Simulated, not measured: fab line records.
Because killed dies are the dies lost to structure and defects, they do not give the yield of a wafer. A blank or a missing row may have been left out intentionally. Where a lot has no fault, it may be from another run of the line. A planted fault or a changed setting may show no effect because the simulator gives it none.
fab line records	flow nand-harc
[record] lots = 7	wafers = 21	last-day = 24
route steps=1159 shown A_CONTACT@854 END@1159
lots that met no fault: taken from a fault-free run of the same line
start-h: the number of hours between the record's first day and the start of the first shown wafer of the lot	wait-h: hours since the lot's step before	" same as the row above	L1.1+2: a single row standing in for several wafers	- no value present, or no start provided	* or withheld: withheld	< > ~ a bound
route shown NAME@n: NAME is a module with steps in the file, n the number in the route of the first one	usual: the fault-free wafers' mean and standard deviation	same: alike in all rows	chamber/n: place in a boat	sites: each site's reading	_std_site: standard deviation of those values	_edge_site: mean of outer sites minus mean of inner sites	radius-mm: for every site, how far away it sits from the centre of the wafer	mask NAME#n: copy n	behind: the last tool/chamber to shape the wafer	hold: why the lot went on hold/how many hours it stayed there/how the hold came to an end	device: transistor that didn't switch, given as n, p or np	end of line: the tests these same wafers got at the end of their route	a step given without rows: its recipe and nothing more	killed: not the wafer's yield, but the dies lost to structure and defects at the first sort	map: the dies of a wafer, with x for killed, . for not killed, _ for no die there
set.NAME: the setting that was run; set.NAME@STEP: the one run at that earlier step	model.NAME: the simulator's own value behind a step, which no gauge read
certain route steps with their lots: each step a table, each wafer a row
services: the hour from which a tool's chamber was out of use, counted from the record's first day as start-h (under 0 if before that day), plus the number of hours and why
[[steps]]
[step NHARC_A_CONTACT_CD_MEAS_42]
[recipe] target-cd-nm = 200	landing-energy-ev = 500
[usual] cd-nm = 199.6/0.7
lot.wafer	tool	chamber	start-h	wait-h	cd-nm
L781.1	cd-sem-01	0	379.27	-	198.9
L781.3	"	0	"	"	198.9
L781.4	"	0	"	"	200.1
L779.1	cd-sem-03	0	398.82	-	200.4
L779.3	"	0	"	"	199.6
L779.4	"	0	"	"	199.1
L789.3	cd-sem-02	0	452.13	-	199.8
L789.4	"	0	"	"	199.6
L789.5	"	0	"	"	200.6
L788.2	cd-sem-03	0	452.36	-	199.6
L788.3	"	0	"	"	199.6
L788.5	"	0	"	"	199.8
L793.2	cd-sem-03	0	463.37	-	199.3
L793.3	"	0	"	"	200.2
L793.5	"	0	"	"	200.2
L797.1	cd-sem-01	0	489.96	-	199.5
L797.3	"	0	"	"	199.3
L797.6	"	0	"	"	201.4
L799.3	cd-sem-02	0	498.86	-	199.2
L799.4	"	0	"	"	201.0
L799.5	"	0	"	"	199.7
[step NHARC_A_CONTACT_OVL_MEAS_43]
[usual] overlay-x-nm = -0.2/0.96	overlay-y-nm = -0.2/0.88
lot.wafer	tool	chamber	start-h	wait-h	overlay-x-nm	overlay-y-nm
L781.1	overlay-02	-	379.36	-	-1.3	2.1
L781.3	"	-	"	"	-1.3	2.6
L781.4	"	-	"	"	-1.3	1.4
L779.1	overlay-01	-	398.91	-	-1.6	-1.3
L779.3	"	-	"	"	-1.4	-1.8
L779.4	"	-	"	"	-0.5	-1.3
L789.3	overlay-02	-	452.22	-	0.5	1.1
L789.4	"	-	"	"	1.1	1.3
L789.5	"	-	"	"	0.8	1.1
L788.2	overlay-01	-	452.45	-	-1.7	0.9
L788.3	"	-	"	"	-1.4	0.7
L788.5	"	-	"	"	-1.9	0.6
L793.2	overlay-01	-	463.46	-	-0.6	0.9
L793.3	"	-	"	"	-0.8	0.4
L793.5	"	-	"	"	-0.3	1.0
L797.1	overlay-02	-	490.04	-	-0.3	-0.2
L797.3	"	-	"	"	-0.8	-0.6
L797.6	"	-	"	"	-0.1	-0.2
L799.3	overlay-01	-	498.95	-	-1.5	-1.1
L799.4	"	-	"	"	-1.2	-1.2
L799.5	"	-	"	"	-1.6	-1.0
[step NHARC_A_CONTACT_INSPECT_44]
[usual] raw-defect-count = 25/11
lot.wafer	tool	chamber	start-h	wait-h	raw-defect-count
L781.1	defect-inspect-01	-	379.39	0.0	23
L781.3	"	-	"	"	14
L781.4	"	-	"	"	29
L779.1	defect-inspect-02	-	398.95	0.0	18
L779.3	"	-	"	"	21
L779.4	"	-	"	"	24
L789.3	defect-inspect-02	-	452.25	0.0	8
L789.4	"	-	"	"	12
L789.5	"	-	"	"	6
L788.2	defect-inspect-02	-	452.49	0.0	50
L788.3	"	-	"	"	44
L788.5	"	-	"	"	59
L793.2	defect-inspect-02	-	463.49	0.0	27
L793.3	"	-	"	"	30
L793.5	"	-	"	"	30
L797.1	defect-inspect-01	-	490.08	0.0	39
L797.3	"	-	"	"	40
L797.6	"	-	"	"	40
L799.3	defect-inspect-01	-	498.98	0.0	20
L799.4	"	-	"	"	17
L799.5	"	-	"	"	16
[step NHARC_A_CONTACT_DESCUM_47]
[recipe] time-s = 3	o2-flow-sccm = 200	ar-flow-sccm = 0	bias-power-w = 0	chemistry = O2
[usual] drypump-motor-current-A = 5.7/0.4	oes-product-au = 0.997/0.013	rf-vpp-V = 57.8/0.82	showerhead-plenum-p-Torr = 1.89/0.058	throttle-valve-pct = 11.310/0.0094
lot.wafer	tool	chamber	start-h	wait-h	drypump-motor-current-A	oes-product-au	rf-hours-counter-h	rf-vpp-V	showerhead-plenum-p-Torr	throttle-valve-pct
L781.1	rie-diel-08	3	379.45	0.1	5.3	0.997	35	59.2	1.95	11.317
L781.4	"	0	"	"	6.2	1.009	27	57.9	1.80	11.317
L781.3	"	2	"	"	5.9	1.001	34	57.9	1.96	11.315
L779.1	rie-diel-05	1	399.01	0.1	5.8	1.021	10	57.2	1.86	11.301
L779.4	"	3	"	"	5.7	1.029	1	58.1	1.96	11.304
L779.3	"	0	"	"	5.9	0.988	10	56.8	1.93	11.296
L789.4	rie-diel-05	1	452.33	0.1	5.8	1.012	18	57.8	1.86	11.327
L789.3	"	2	"	"	6.1	0.974	19	57.3	1.86	11.315
L789.5	"	0	"	"	5.9	0.991	-	58.1	1.93	11.328
L788.3	rie-diel-08	1	452.56	0.1	5.0	0.995	62	56.8	1.84	11.317
L788.2	"	2	"	"	5.9	1.001	60	59.8	1.95	11.324
L788.5	"	0	"	"	6.1	1.008	-	57.6	1.79	11.336
L793.2	rie-diel-02	0	463.55	0.1	5.1	0.997	41	59.9	1.90	11.307
L793.3	"	2	"	"	5.9	0.991	44	57.6	1.81	11.319
L793.5	"	1	"	"	6.0	1.003	-	58.4	1.96	11.310
L797.1	rie-diel-08	1	490.14	0.1	5.0	1.003	0	56.9	1.84	11.309
L797.3	"	2	"	"	5.9	1.014	0	57.2	1.95	11.327
L797.6	"	1	"	"	5.0	0.999	-	56.4	1.84	11.295
L799.3	rie-diel-05	0	499.05	0.1	6.0	0.988	27	58.9	1.92	11.302
L799.4	"	1	"	"	5.8	1.005	27	58.1	1.86	11.314
L799.5	"	3	"	"	5.8	1.013	-	58.5	1.95	11.316
[step NHARC_A_CONTACT_ETCH_48]
[recipe] target-depth-a = 390	over-etch-frac = 0.3	time-s = 65	ion-energy-ev = 80	cf4-flow-sccm = 150	ar-flow-sccm = 0	rf-w = 300	bias-w = 100	chemistry = CF4
[usual] bias-w = 100.0/0.3	cf4-flow-sccm = 150.0/0.47	drypump-motor-current-A = 5.8/0.4	oes-product-au = 0.997/0.014	rf-vpp-V = 150.9/1	showerhead-plenum-p-Torr = 1.75/0.051	throttle-valve-pct = 13.283/0.0091
lot.wafer	tool	chamber	start-h	wait-h	bias-w	cf4-flow-sccm	drypump-motor-current-A	oes-product-au	rf-hours-counter-h	rf-vpp-V	showerhead-plenum-p-Torr	throttle-valve-pct
L781.3	rie-diel-08	2	379.54	0.1	100.0	150.7	5.9	0.986	34	150.1	1.81	13.291
L781.4	"	0	"	"	100.2	150.7	6.1	1.007	27	149.6	1.67	13.293
L781.1	"	1	"	"	100.0	149.8	5.0	0.995	31	151.8	1.71	13.284
L779.1	rie-diel-05	0	399.10	0.1	99.9	150.8	5.9	0.980	10	152.0	1.78	13.264
L779.4	"	1	"	"	100.3	149.8	5.8	1.011	10	150.4	1.73	13.294
L779.3	"	2	"	"	100.1	150.2	6.1	0.973	10	150.0	1.72	13.293
L789.4	rie-diel-05	1	452.40	0.1	99.5	150.1	5.8	1.016	18	150.3	1.72	13.279
L789.3	"	3	"	"	100.3	150.3	5.7	1.028	10	151.7	1.81	13.260
L789.5	"	0	"	"	99.9	150.6	5.9	0.990	-	150.7	1.78	13.283
L788.3	rie-diel-08	2	452.68	0.1	100.0	149.1	5.9	1.004	60	150.8	1.80	13.282
L788.2	"	3	"	"	99.6	149.8	5.3	0.998	62	150.7	1.80	13.266
L788.5	"	2	"	"	99.2	149.5	5.9	0.996	-	150.7	1.80	13.295
L793.2	rie-diel-02	2	463.64	0.1	100.1	150.0	5.9	0.992	44	150.8	1.68	13.290
L793.3	"	3	"	"	99.6	149.4	6.1	1.006	41	151.6	1.75	13.299
L793.5	"	3	"	"	99.7	149.6	6.2	1.007	-	151.3	1.75	13.282
L797.1	rie-diel-08	1	490.24	0.1	100.2	149.9	5.1	0.990	0	149.9	1.70	13.291
L797.3	"	2	"	"	100.4	150.1	5.9	1.014	0	151.3	1.80	13.273
L797.6	"	3	"	"	100.7	150.3	5.3	0.990	-	151.7	1.79	13.273
L799.3	rie-diel-05	2	499.13	0.1	100.5	150.8	6.1	0.985	27	152.2	1.72	13.286
L799.4	"	1	"	"	99.4	149.8	5.8	1.008	27	151.1	1.72	13.282
L799.5	"	3	"	"	100.1	149.6	5.7	1.020	-	151.3	1.80	13.287
[step NHARC_A_CONTACT_ETCH_49]
[recipe] target-depth-a = 2600	over-etch-frac = 0.3	time-s = 475.3	ion-energy-ev = 200	n2-flow-sccm = 150	h2-flow-sccm = 150	ar-flow-sccm = 0	rf-w = 400	bias-w = 150	chemistry = N2/H2
[step NHARC_A_CONTACT_ETCH_50]
[recipe] target-depth-a = 847	time-s = 42.4	cf4-flow-sccm = 100	chf3-flow-sccm = 30	ar-flow-sccm = 0	rf-w = 500	bias-w = 200	chemistry = CF4/CHF3
[step NHARC_A_CONTACT_ETCH_51]
[recipe] target-depth-a = 36000	over-etch-frac = 0.3	time-s = 936	ion-energy-ev = 150	o2-flow-sccm = 400	cos-flow-sccm = 20	ar-flow-sccm = 0	rf-w = 500	bias-w = 300	chemistry = O2/COS
[usual] bias-w = 299.9/0.87	chamber-pressure-mTorr = 20.000/0.018	drypump-motor-current-A = 5.7/0.41	oes-product-au = 0.996/0.013	rf-vpp-V = 313.6/1.5	showerhead-plenum-p-Torr = 3.09/0.091	throttle-valve-pct = 28.329/0.0084
lot.wafer	tool	chamber	start-h	wait-h	bias-w	chamber-pressure-mTorr	drypump-motor-current-A	oes-product-au	rf-hours-counter-h	rf-vpp-V	showerhead-plenum-p-Torr	throttle-valve-pct
L781.4	rie-diel-08	1	-	-	299.7	19.993	5.0	0.994	32	313.0	3.02	28.321
L781.1	"	2	"	"	299.4	20.024	5.9	1.002	35	314.3	3.19	28.321
L781.3	"	3	"	"	299.0	19.973	5.3	0.999	36	314.7	3.19	28.333
L779.3	rie-diel-05	2	-	-	298.8	19.975	6.1	0.972	11	314.0	3.04	28.343
L779.1	"	3	"	"	301.8	19.994	5.7	1.023	1	315.4	3.19	28.328
L779.4	"	1	"	"	298.2	20.006	5.8	1.015	10	313.8	3.05	28.341
L789.4	rie-diel-05	1	-	-	298.9	19.975	5.8	1.026	18	311.3	3.04	28.329
L789.3	"	3	"	"	301.4	19.986	5.8	1.038	10	313.8	3.19	28.325
L789.5	"	1	"	"	299.9	19.995	5.8	1.009	-	315.3	3.04	28.332
L788.3	rie-diel-08	3	-	-	300.7	20.033	5.3	1.003	62	314.1	3.17	28.326
L788.2	"	0	"	"	299.9	19.999	6.1	0.996	59	311.1	2.92	28.316
L788.5	"	0	"	"	298.4	20.005	6.1	1.009	-	309.6	2.92	28.324
L793.3	rie-diel-02	0	-	-	299.6	19.989	5.0	0.992	42	313.6	3.11	28.322
L793.2	"	3	"	"	299.4	19.995	6.2	1.003	42	311.1	3.10	28.325
L793.5	"	1	"	"	298.4	20.004	6.0	0.984	-	314.3	3.19	28.337
L797.1	rie-diel-08	0	-	-	300.5	19.975	6.1	0.982	1	312.0	2.92	28.340
L797.3	"	2	"	"	299.7	19.975	5.9	0.989	1	315.3	3.18	28.330
L797.6	"	0	"	"	300.4	19.969	6.1	0.997	-	311.8	2.92	28.340
L799.4	rie-diel-05	1	-	-	298.9	19.988	5.8	1.005	28	312.9	3.04	28.333
L799.3	"	2	"	"	299.5	20.006	6.1	0.983	28	312.1	3.03	28.345
L799.5	"	1	"	"	298.9	19.991	5.8	1.009	-	314.3	3.04	28.340
[step NHARC_A_CONTACT_ETCH_111]
[recipe] source-w = withheld	pressure-mtorr = 20	bias-v = withheld	time-s = 140	target-depth-a = 7000	ar-flow-sccm = withheld	c4f8-flow-sccm = withheld	o2-flow-sccm = withheld	chemistry = C4F8/O2/Ar
[step NHARC_A_CONTACT_ETCH_112]
[recipe] source-w = withheld	pressure-mtorr = 20	bias-v = 3000	time-s = 94	target-depth-a = 9220	ar-flow-sccm = withheld	c4f8-flow-sccm = withheld	o2-flow-sccm = withheld	chemistry = C4F8/O2/Ar
[usual] chamber-pressure-mTorr = 19.998/0.019	oes-air-line-au = 1.000/0.02
lot.wafer	tool	chamber	start-h	wait-h	chamber-pressure-mTorr	oes-air-line-au	rf-hours-counter-h
L781.1	har-cap-etch-01	1	380.97	0.1	19.987	0.988	58
L781.4	"	0	"	"	20.005	0.962	-
L781.3	"	1	"	"	19.985	0.996	-
L779.1	har-cap-etch-02	0	400.48	0.2	19.946	1.021	15
L779.3	"	0	"	"	20.009	1.008	-
L779.4	"	1	"	"	20.021	1.018	-
L789.3	har-cap-etch-02	0	453.81	0.1	19.975	1.014	-
L789.4	"	1	"	"	20.033	0.975	-
L789.5	"	1	"	"	20.054	1.029	-
L788.2	har-cap-etch-01	0	454.53	0.1	19.995	1.012	71
L788.3	"	0	"	"	20.000	1.063	-
L788.5	"	1	"	"	20.021	0.983	-
L793.2	har-cap-etch-02	1	465.03	0.1	19.974	1.000	24
L793.3	"	0	"	"	19.992	0.988	-
L793.5	"	1	"	"	20.034	1.008	-
L797.1	har-cap-etch-03	1	491.62	0.1	20.004	0.995	107
L797.3	"	0	"	"	19.987	0.987	-
L797.6	"	0	"	"	20.016	1.009	-
L799.4	har-cap-etch-03	1	500.56	0.1	20.009	1.013	-
L799.3	"	0	"	"	19.982	0.982	-
L799.5	"	1	"	"	20.006	0.972	-
[step NHARC_A_CONTACT_ETCH_113]
[recipe] source-w = withheld	pressure-mtorr = 20	bias-v = 3000	time-s = 94	target-depth-a = 9220	ar-flow-sccm = withheld	c4f8-flow-sccm = withheld	o2-flow-sccm = withheld	chemistry = C4F8/O2/Ar
[step NHARC_A_CONTACT_ETCH_114]
[recipe] source-w = withheld	pressure-mtorr = 20	bias-v = 3000	time-s = 94	target-depth-a = 9220	ar-flow-sccm = withheld	c4f8-flow-sccm = withheld	o2-flow-sccm = withheld	chemistry = C4F8/O2/Ar
[usual] chamber-pressure-mTorr = 20.002/0.019	oes-air-line-au = 1.000/0.021
lot.wafer	tool	chamber	start-h	wait-h	chamber-pressure-mTorr	oes-air-line-au	rf-hours-counter-h
L781.1	har-cap-etch-01	1	381.15	0.1	20.016	0.987	58
L781.4	"	0	"	"	19.993	1.021	-
L781.3	"	1	"	"	20.025	1.002	-
L779.1	har-cap-etch-02	0	400.66	0.1	19.998	0.994	15
L779.3	"	0	"	"	20.006	0.999	-
L779.4	"	1	"	"	20.002	0.984	-
L789.3	har-cap-etch-02	0	454.00	0.1	20.014	0.998	-
L789.4	"	1	"	"	20.008	0.992	-
L789.5	"	1	"	"	19.976	0.999	-
L788.2	har-cap-etch-01	0	454.71	0.1	20.013	0.993	72
L788.3	"	0	"	"	20.035	1.018	-
L788.5	"	1	"	"	19.978	0.997	-
L793.2	har-cap-etch-02	1	465.21	0.1	20.003	1.029	24
L793.3	"	0	"	"	20.018	1.003	-
L793.5	"	1	"	"	20.006	1.030	-
L797.1	har-cap-etch-03	1	491.80	0.1	20.009	0.966	108
L797.3	"	0	"	"	20.031	0.971	-
L797.6	"	0	"	"	20.047	1.005	-
L799.4	har-cap-etch-03	1	500.74	0.1	20.003	0.983	-
L799.3	"	0	"	"	19.994	1.002	-
L799.5	"	1	"	"	19.992	1.030	-
[step NHARC_A_CONTACT_ETCH_115]
[recipe] source-w = withheld	pressure-mtorr = 20	bias-v = 3000	time-s = 94	target-depth-a = 9220	ar-flow-sccm = withheld	c4f8-flow-sccm = withheld	o2-flow-sccm = withheld	chemistry = C4F8/O2/Ar
[usual] chamber-pressure-mTorr = 19.999/0.017	oes-air-line-au = 1.000/0.021
lot.wafer	tool	chamber	start-h	wait-h	chamber-pressure-mTorr	oes-air-line-au	rf-hours-counter-h
L781.1	har-cap-etch-01	1	381.24	0.1	19.970	0.991	58
L781.4	"	0	"	"	20.011	0.998	-
L781.3	"	1	"	"	19.981	0.973	-
L779.1	har-cap-etch-02	0	400.75	0.1	19.992	0.969	15
L779.3	"	0	"	"	20.032	1.002	-
L779.4	"	1	"	"	19.993	1.011	-
L789.3	har-cap-etch-02	0	454.09	0.1	-	-	-
L789.4	"	1	"	"	-	-	-
L789.5	"	1	"	"	-	-	-
L788.2	har-cap-etch-01	0	454.80	0.1	-	-	-
L788.3	"	0	"	"	-	-	-
L788.5	"	1	"	"	-	-	-
L793.2	har-cap-etch-02	1	465.30	0.1	-	-	-
L793.3	"	0	"	"	-	-	-
L793.5	"	1	"	"	-	-	-
L797.1	har-cap-etch-03	1	491.89	0.1	19.989	1.015	108
L797.3	"	0	"	"	19.998	0.979	-
L797.6	"	0	"	"	20.034	0.991	-
L799.4	har-cap-etch-03	1	500.83	0.1	19.994	1.004	-
L799.3	"	0	"	"	20.044	1.017	-
L799.5	"	1	"	"	19.998	0.981	-
[step NHARC_A_CONTACT_ETCH_116]
[recipe] source-w = withheld	pressure-mtorr = 20	bias-v = 3000	time-s = 94	target-depth-a = 9220	ar-flow-sccm = withheld	c4f8-flow-sccm = withheld	o2-flow-sccm = withheld	chemistry = C4F8/O2/Ar
[step NHARC_END_SORT_01]
[recipe] temp-c = 25
[usual] killed-at-array = 26/9.1	killed-at-other = 0.7/0.9	killed-at-periphery = 3.6/2.8	killed-dies = 30/9.2	killed-open = 3.0/1.9	killed-short = 2.0/1.4
[same] gross-dies = 677
lot.wafer	tool	chamber	start-h	wait-h	killed-at-array	killed-at-other	killed-at-periphery	killed-dies	killed-open	killed-short
L789.3	prober-01	0	527.69	3.1	674	0	3	677	4	1
L789.4	prober-01	0	528.49	3.4	672	0	5	677	0	2
L789.5	prober-01	0	529.30	3.7	672	1	4	677	4	3
L788.2	prober-02	0	538.17	2.8	674	0	3	677	4	5
L788.3	prober-02	0	538.97	3.1	674	1	2	677	1	2
L788.5	prober-02	0	540.58	3.7	675	1	1	677	4	3
L793.2	prober-01	0	554.74	2.8	665	4	8	677	4	2
L793.3	prober-01	0	555.53	3.1	662	1	14	677	2	4
L793.5	prober-01	0	557.12	3.7	667	0	10	677	2	2
// killed by level:class
L789.3 A_CONTACT:area-etch=659 A_CHANNEL_HOLE_D1:chamber-film-flake=5 A_CONTACT:chamber-film-flake=4 P_M1:chamber-film-flake=2 P_CONTACT:geometric-particle:open=1 A_CHANNEL_FILL_D1:geometric-particle:short=1 A_SGD_CUT:geometric-particle:open=1 A_CONTACT:geometric-particle:open=1
L789.4 A_CONTACT:area-etch=658 A_CHANNEL_HOLE_D1:chamber-film-flake=6 P_M1:chamber-film-flake=5 A_CONTACT:chamber-film-flake=3 A_ONON_D1:geometric-particle:short=1 A_CHANNEL_HOLE_D1:geometric-particle:short=1 A_ZERO_WELL:chamber-film-flake=1 A_SLIT:chamber-film-flake=1
L789.5 A_CONTACT:area-etch=658 A_CHANNEL_HOLE_D1:chamber-film-flake=5 P_M1:chamber-film-flake=3 A_BLC:geometric-particle:open=2 A_CONTACT:chamber-film-flake=2 P_GATE:geometric-particle:short=1 A_SOURCE_PLATE:geometric-particle:open=1 A_CHANNEL_HOLE_D1:geometric-particle:short=1
L788.2 A_CONTACT:area-etch=625 A_CHANNEL_HOLE_D1:chamber-film-flake=22 A_SLIT:chamber-film-flake=10 A_STAIRCASE:chamber-film-flake=4 A_CONTACT:chamber-film-flake=3 P_M0:geometric-particle:open=2 A_WL_FILL:geometric-particle:short=2 A_SOURCE_PLATE:geometric-particle:open=1
L788.3 A_CONTACT:area-etch=625 A_CHANNEL_HOLE_D1:chamber-film-flake=29 A_SLIT:chamber-film-flake=9 A_CONTACT:chamber-film-flake=6 A_STAIRCASE:chamber-film-flake=2 P_CONTACT:geometric-particle:short=1 A_CHANNEL_FILL_D1:geometric-particle:short=1 A_M1:geometric-particle:open=1
L788.5 A_CONTACT:area-etch=630 A_SLIT:chamber-film-flake=16 A_CHANNEL_HOLE_D1:chamber-film-flake=12 A_CONTACT:chamber-film-flake=3 A_WL_FILL:geometric-particle:short=2 A_ZERO_WELL:chamber-film-flake=2 A_SGD_CUT:chamber-film-flake=2 A_WL_FILL:chamber-film-flake=2
L793.2 A_CONTACT:area-etch=641 A_SLIT:chamber-film-flake=10 P_ZERO_WELL:chamber-film-flake=6 A_CONTACT:chamber-film-flake=4 A_CHANNEL_FILL_D1:chamber-film-flake=3 THIN_TSV:chamber-film-flake=3 A_CHANNEL_HOLE_D1:chamber-film-flake=2 P_M2:geometric-particle:short=1
L793.3 A_CONTACT:area-etch=629 A_SLIT:chamber-film-flake=17 A_CHANNEL_HOLE_D1:chamber-film-flake=7 P_BONDPAD:chamber-film-flake=6 P_M1:chamber-film-flake=4 P_ZERO_WELL:chamber-film-flake=3 A_CONTACT:chamber-film-flake=3 P_GATE:geometric-particle:short=1
L793.5 A_CONTACT:area-etch=639 A_SLIT:chamber-film-flake=12 A_CHANNEL_HOLE_D1:chamber-film-flake=6 P_BONDPAD:chamber-film-flake=5 P_ZERO_WELL:chamber-film-flake=4 A_CONTACT:chamber-film-flake=3 A_CONTACT:geometric-particle:open=2 A_WL_FILL:chamber-film-flake=2
// map L788.2 (x killed, . not)
____________x____________
_________xxxxxxx_________
_______xxxxxxxxxxx_______
______xxxxxxxxxxxxx______
_____xxxxxxxxxxxxxxx_____
____xxxxxxxxxxxxxxxxx____
____xxxxxxxxxxxxxxxxx____
___xxxxxxxxxxxxxxxxxxx___
___xxxxxxxxxxxxxxxxxxx___
__xxxxxxxxxxxxxxxxxxxxx__
__xxxxxxxxxxxxxxxxxxxxx__
_xxxxxxxxxxxxxxxxxxxxxxx_
_xxxxxxxxxxxxxxxxxxxxxxx_
_xxxxxxxxxxxxxxxxxxxxxxx_
_xxxxxxxxxxxxxxxxxxxxxxx_
_xxxxxxxxxxxxxxxxxxxxxxx_
xxxxxxxxxxxxxxxxxxxxxxxxx
xxxxxxxxxxxxxxxxxxxxxxxxx
xxxxxxxxxxxxxxxxxxxxxxxxx
xxxxxxxxxxxxxxxxxxxxxxxxx
xxxxxxxxxxxxxxxxxxxxxxxxx
_xxxxxxxxxxxxxxxxxxxxxxx_
_xxxxxxxxxxxxxxxxxxxxxxx_
_xxxxxxxxxxxxxxxxxxxxxxx_
_xxxxxxxxxxxxxxxxxxxxxxx_
_xxxxxxxxxxxxxxxxxxxxxxx_
__xxxxxxxxxxxxxxxxxxxxx__
__xxxxxxxxxxxxxxxxxxxxx__
___xxxxxxxxxxxxxxxxxxx___
___xxxxxxxxxxxxxxxxxxx___
____xxxxxxxxxxxxxxxxx____
____xxxxxxxxxxxxxxxxx____
_____xxxxxxxxxxxxxxx_____
______xxxxxxxxxxxxx______
_______xxxxxxxxxxx_______
_________xxxxxxx_________
____________x____________
// map L789.3 (x killed, . not)
____________x____________
_________xxxxxxx_________
_______xxxxxxxxxxx_______
______xxxxxxxxxxxxx______
_____xxxxxxxxxxxxxxx_____
____xxxxxxxxxxxxxxxxx____
____xxxxxxxxxxxxxxxxx____
___xxxxxxxxxxxxxxxxxxx___
___xxxxxxxxxxxxxxxxxxx___
__xxxxxxxxxxxxxxxxxxxxx__
__xxxxxxxxxxxxxxxxxxxxx__
_xxxxxxxxxxxxxxxxxxxxxxx_
_xxxxxxxxxxxxxxxxxxxxxxx_
_xxxxxxxxxxxxxxxxxxxxxxx_
_xxxxxxxxxxxxxxxxxxxxxxx_
_xxxxxxxxxxxxxxxxxxxxxxx_
xxxxxxxxxxxxxxxxxxxxxxxxx
xxxxxxxxxxxxxxxxxxxxxxxxx
xxxxxxxxxxxxxxxxxxxxxxxxx
xxxxxxxxxxxxxxxxxxxxxxxxx
xxxxxxxxxxxxxxxxxxxxxxxxx
_xxxxxxxxxxxxxxxxxxxxxxx_
_xxxxxxxxxxxxxxxxxxxxxxx_
_xxxxxxxxxxxxxxxxxxxxxxx_
_xxxxxxxxxxxxxxxxxxxxxxx_
_xxxxxxxxxxxxxxxxxxxxxxx_
__xxxxxxxxxxxxxxxxxxxxx__
__xxxxxxxxxxxxxxxxxxxxx__
___xxxxxxxxxxxxxxxxxxx___
___xxxxxxxxxxxxxxxxxxx___
____xxxxxxxxxxxxxxxxx____
____xxxxxxxxxxxxxxxxx____
_____xxxxxxxxxxxxxxx_____
______xxxxxxxxxxxxx______
_______xxxxxxxxxxx_______
_________xxxxxxx_________
____________x____________
[[services]]
tool	chamber	start-h	hours	kind
rie-diel-08	0	360.09	-	clean
rie-diel-08	1	360.09	-	clean
rie-diel-08	2	360.09	-	clean
rie-diel-08	3	360.09	-	clean
rie-diel-05	0	374.40	-	clean
rie-diel-05	1	374.40	-	clean
rie-diel-05	2	374.40	-	clean
rie-diel-05	3	374.40	-	clean
rie-diel-02	3	384.07	6.7	repair
rie-diel-08	0	384.59	-	clean
rie-diel-08	1	384.59	-	clean
rie-diel-08	2	384.59	-	clean
rie-diel-08	3	384.59	-	clean
rie-diel-05	0	398.94	-	clean
rie-diel-05	1	398.94	-	clean
rie-diel-05	2	398.94	-	clean
rie-diel-05	3	398.94	-	clean
rie-diel-08	0	409.21	-	clean
rie-diel-08	1	409.21	-	clean
rie-diel-08	2	409.21	-	clean
rie-diel-02	0	446.67	2.1	repair
rie-diel-08	-	478.82	9.0	pm
rie-diel-05	0	492.03	5.2	repair
har-cap-etch-03	-	497.84	0.4	repair
[[key]]
[first-sign] step = NHARC_A_CONTACT_ETCH_115	reading = tool-record	direction = missing
[effect] step = NHARC_END_SORT_01	reading = killed-at-array	direction = up	sigmas = 71	usual = 26	struck = 671
[more-kills-born-at] NHARC_A_CONTACT_ETCH_115@har-cap-etch-02 = 3884	NHARC_A_CONTACT_ETCH_115@har-cap-etch-01 = 1880
met-at NHARC_A_CONTACT_ETCH_115
struck-wafers L788.2,L788.3,L788.5,L789.3,L789.4,L789.5,L793.2,L793.3,L793.5
later-rows-left-out L788.2,L788.3,L788.5,L789.3,L789.4,L789.5,L793.2,L793.3,L793.5
tester-left-out L788,L789,L793
onset-between 400.75 454.09
[fault] kind = skipped-step-whole	tool = har-cap-etch-01,har-cap-etch-02	chamber = -	onset-h = 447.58	steps = NHARC_A_CONTACT_ETCH_115	scope = struck-lots-only
// tester-left-out: of these lots the tester's yield and bins aren't shown, on N5 and GAA mostly nor the transistor test; their killed dies are dies lost to structure and defects alone, not to doping, threshold or leakage, so they don't give the yield
// later-rows-left-out: the simulator's readings of these wafers behind a module that went badly wrong aren't trusted and aren't shown, but for the sort
